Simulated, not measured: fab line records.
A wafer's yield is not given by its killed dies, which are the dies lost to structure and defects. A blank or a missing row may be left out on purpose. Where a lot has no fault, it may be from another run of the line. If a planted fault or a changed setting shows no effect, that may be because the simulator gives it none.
Chamber matching	flow nand_harc	NHARC_A_STAIRCASE_ALD_420 on ald_hk-04: 4 sister chambers
The step deposits SiO2, target thk 20 nm, pulse time 6 s, ald cycles 200. 4 wafers are shown with their chamber, then 7 later ones without.

== WAFERS, EACH WITH ITS CHAMBER ==
wafer	chamber	heater_power_w (W)
L236.5	1	405
L238.5	0	445
L241.2	2	392
L241.3	3	566

== WAFERS MISSING THEIR CHAMBER ==
wafer	heater_power_w (W)
L241.6	438
L245.1	394
L245.3	401
L245.4	448
L253.1	574
L253.4	413
L253.5	424

== EACH ONE'S CHAMBER ==
wafer	from the rows above	in truth
L241.6	0	0
L245.1	can't be placed: 2 or 1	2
L245.3	can't be placed: 1 or 2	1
L245.4	0	0
L253.1	3	3
L253.4	can't be placed: 1 or 2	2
L253.5	can't be placed: 1 or 0 or 2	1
Placed correctly: 3 of 7. These rows do not allow placing 4 (true chamber among the candidates in 4). Wrongly placed: 0.
How it was worked out, from the rows above alone: a wafer's distance from a chamber is the root of the sum, over the readings, of the square of ((its reading less the chamber's mean) divided by the reading's scatter). If the next closest chamber is less than 2 further off than the closest, the wafer can't be placed; otherwise it belongs to the closest. A chamber's mean is the mean of its shown wafers. The scatter: with one shown wafer a chamber, the root of the mean of the squares of how far each hidden wafer lies from its nearest shown one.
